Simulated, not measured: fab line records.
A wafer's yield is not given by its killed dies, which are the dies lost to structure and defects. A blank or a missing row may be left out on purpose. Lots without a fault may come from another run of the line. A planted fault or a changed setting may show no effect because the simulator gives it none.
Problem report in the 8D (eight disciplines) form, filled by code	flow n5 finfet	the parts of the form that need people (team, actions taken, sign-off) are left out

== 1. THE ISSUE ==
Mean of bias w at N5_PASSIVATION_ETCH_54: 184.6 W across 6 wafers in 2 lots; on wafers with no fault it is 170.0 W (standard deviation 0.5). That is +29 standard deviations from the usual mean.
The step: etches SiO2 in CHF3/O2, target depth 880 nm, time 440 s.
Seen first at day 15 18:00 on rie diel-05, wafer L761.1. The record has a number at this step for 18 wafers belonging to 6 lots. By rule, "out" or "out of limits" means more than 4 standard deviations away from the usual mean. The other wafers with a number count as sound.

== 2. WHAT IT IS AND WHAT IT IS NOT ==
question	is	is not
which readings at this step	bias w	drypump motor current A, oes product au, showerhead plenum p Torr, throttle valve pct
which lots	L761, L765	L755, L763, L767, L773
which wafers of those lots	all that have a number	-
read on which tools	rie diel-05	rie diel-02
when	from day 15 18:00	up to then (3 sound wafers); but 9 sound wafers of L763, L767, L773 came after

== 3. WHAT RULES OUT EACH SUSPECT ==
Counting: a tool stays on the suspect list if, at a process step up to the reading, it processed all lots that are out and no sound lot following the first of them.
- rie diel-05 at N5_PASSIVATION_DESCUM_46 (chemistry O2, time 7.9 s): kept. All lots that are out passed through it, beginning with L761 at day 15 17:44, and no sound lot followed; its final sound lot before that point was L755 at day 13 20:40.
- rie diel-05 at N5_PASSIVATION_PASS_ETCH_47 (etches SiNx in CF4/O2, target depth 770 nm, time 385 s): kept. All lots that are out passed through it, beginning with L761 at day 15 17:46, and no sound lot followed; its final sound lot before that point was L755 at day 13 20:43.
- rie diel-05 at N5_PASSIVATION_ETCH_54 (etches SiO2 in CHF3/O2, target depth 880 nm, time 440 s): kept. All lots that are out passed through it, beginning with L761 at day 15 18:00, and no sound lot followed; its final sound lot before that point was L755 at day 13 20:56. Its own bias w readings are out on those wafers.
After the count, these remain: rie diel-05 at N5_PASSIVATION_DESCUM_46, rie diel-05 at N5_PASSIVATION_PASS_ETCH_47 and rie diel-05 at N5_PASSIVATION_ETCH_54.

== 4. THE CAUSE (what the simulator had put in) ==
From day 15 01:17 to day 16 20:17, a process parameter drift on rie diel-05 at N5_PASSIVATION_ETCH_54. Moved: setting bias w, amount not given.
This tool is one of the 3 suspects left after counting.

== 5. THE EFFECT CHAIN, in route order ==
Each row: a reading where the mean over the struck wafers with a number is more than 3 standard deviations away from the usual. Only readings for which the record gives a usual standard deviation are gone through. hours: the time from each lot's start at the first step in this table that gives one to its start at this step, as a median over the lots. sigmas: the change in usual standard deviations.
hours	step	reading	usual	on struck wafers	change	sigmas
0	N5_PASSIVATION_ETCH_54	bias w	170.0 W	184.6	+14.6	+29
0	N5_PASSIVATION_ETCH_54	rf vpp V	529 V	567	+38	+4.5
It contains these process steps:
- N5_PASSIVATION_ETCH_54: etches SiO2 in CHF3/O2, target depth 880 nm, time 440 s.

== 6. WHAT WOULD HAVE CAUGHT IT SOONER ==
First out-of-limits reading in this record: day 15 18:00, which is 17 hours after fault onset at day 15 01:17.
